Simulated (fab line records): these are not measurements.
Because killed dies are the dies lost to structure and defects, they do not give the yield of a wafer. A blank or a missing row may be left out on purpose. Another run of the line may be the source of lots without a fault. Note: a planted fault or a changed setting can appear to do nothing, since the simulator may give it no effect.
Chamber matching | flow n5Finfet | N5_SD_EPI_P_SD_RECESS_17 on rieSi-06: 4 sister chambers
The step chemistry HBr/Cl2/O2, target depth 39.1 nm, bt time 3 s. 4 wafers are shown with their chamber, then 7 later ones without.

== EACH WAFER AND ITS CHAMBER ==
wafer  | chamber | throttleValvePct (%)
L166.1 | 2       | 37.29
L166.4 | 0       | 36.69
L167.1 | 1       | 36.80
L167.4 | 3       | 37.30

== WAFERS WHOSE CHAMBER IS MISSING ==
wafer  | throttleValvePct (%)
L167.5 | 36.69
L168.1 | 36.81
L168.4 | 37.30
L168.6 | 37.28
L172.2 | 36.67
L172.4 | 37.31
L172.6 | 36.67

== THE CHAMBER EACH PASSED THROUGH ==
wafer  | from the rows above     | in truth
L167.5 | 0                       | 0
L168.1 | 1                       | 1
L168.4 | can't be placed: 3 or 2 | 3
L168.6 | can't be placed: 2 or 3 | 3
L172.2 | 0                       | 0
L172.4 | can't be placed: 3 or 2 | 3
L172.6 | 0                       | 0
Placed correctly: 4 of 7. Unplaceable from these rows: 3, with the true chamber sitting among the candidates in 3. Placed wrongly: 0.
How it was worked out, from the rows above alone: a wafer's distance from a chamber is the root of the sum, over the readings, of the square of ((its reading less the chamber's mean) divided by the reading's scatter). If the next closest chamber is less than 2 further off than the closest, the wafer can't be placed; otherwise it belongs to the closest. A chamber's mean is the mean of its shown wafers. The scatter (one wafer shown for each chamber): square how far every hidden wafer sits from the nearest shown wafer, average those squares and take the square root.
